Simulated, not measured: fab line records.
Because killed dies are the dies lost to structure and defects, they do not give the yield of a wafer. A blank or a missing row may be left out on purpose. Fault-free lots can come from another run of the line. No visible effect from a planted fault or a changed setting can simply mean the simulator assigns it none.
A lot that was struck, set against a sound lot :: flow n5Finfet :: 15 out of 1938 route steps
Sound: these wafers, L936.1, L936.2, L936.5. Wafers struck: L939.2, L939.3, L939.5. The cause comes at the end.
At each step with rows: each side's tool, then ch and its chambers, then its first start. Under that, the readings that differ: sound wafers :: struck wafers :: difference of the means :: sigmas: that difference in standard deviations of wafers without a fault.
alike: words and numbers the same on both sides, and readings whose means are apart by under 2 such deviations; not compared: readings that were withheld, readings missing a value for some wafer, numbers with overlapping values and no deviation given by the record, and bounds like >300 which may hide the same value.
Wherever a step has rows on one side only, a row that says differs or no value, or a row with sigmas, the two part there. Numbers that have no deviation but don't overlap get no sigmas and don't part them. Lack of a reading on every wafer of one side parts them only where that side has two or more wafers.

first, 4 steps without rows for these wafers: N5_SD_EPI_N_WET_ETCH_43 (etches SiO2 in dHF, time 14 s, target depth 1.5 nm); N5_SD_EPI_N_STRIP_18 (strips in SPM, time 750 s); N5_SD_EPI_N_SRD_20 (time 30 s); N5_SD_EPI_N_PRECLEAN_48 (cleans in NF3:NH3, afs cycles 2, time 20 s, sublimation time 60 s).
N5_SD_EPI_N_VAPOR_ETCH_50: etches Si in HCl, time 54 s.
  sound on epiRpcvd-01 ch 0, day 4 00:50; struck on epiRpcvd-03 ch 0, day 4 17:39
  alike: chamberPressureTorr, lampInnerPct, throttleValvePct
then, 1 step without rows for these wafers: N5_SD_EPI_N_EPI_21 (deposits Si:P, time 690 s).
N5_SD_EPI_N_EPI_MEAS_23:
  sound on filmMetro-02, day 4 03:22; struck on filmMetro-01, day 4 19:31
  alike: thkNm
then, 3 steps without rows for these wafers: N5_SD_EPI_N_PRECLEAN_24 (cleans in O3/DIW, time 60 s); N5_SD_EPI_N_SRD_25 (time 30 s); N5_SD_EPI_N_PRECLEAN_49 (cleans in NF3:NH3, afs cycles 1, time 20 s, sublimation time 60 s).
N5_SD_EPI_N_LINER_46: material SiNx, target thk 3 nm.
  sound on aldSin-03 ch 0,2,3, day 4 03:53; struck on aldSin-04 ch 0,3, day 4 20:00
  alike: chamberPressureTorr, heaterPowerW
N5_SD_EPI_N_INSPECT_26: inspects for defects (darkfield).
  sound on defectInspect-01, day 4 04:08; struck on defectInspect-02, day 4 20:15
  alike: rawDefectCount
N5_SD_EPI_P_COAT_34: time 60 s, resist thk 350 nm.
  sound on lithoTrack-05 ch 0, day 4 04:10; struck on lithoTrack-05 ch 0, day 4 20:17
reading: spinSpeedRpm (rpm)
sound: 1500.2 1499.7 1499.0
struck: 1194.1 1191.9 1191.7
difference: -307.1
sigmas: -99 or more

reading: model.SOC_of_SD_EPI_P_COAT_34.thkNm (nm)
sound: 351 351.4 351
struck: 392.2 393.4 392
difference: +41.4
sigmas: 
then, 1 step without rows for these wafers: N5_SD_EPI_P_COAT_35 (time 60 s, resist thk 35 nm).
N5_PASSIVATION_PROBE_49:
  the record holds rows for the sound wafers here (prober-02, day 12 22:25) but none for the struck ones

== WHERE THEY PART ==
Last at N5_PASSIVATION_PROBE_49 as far as this record goes, first at N5_SD_EPI_P_COAT_34.

WHY: whatever the simulator had introduced
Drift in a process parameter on lithoTrack-05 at N5_SD_EPI_P_COAT_34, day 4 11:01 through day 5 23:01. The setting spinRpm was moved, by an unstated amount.
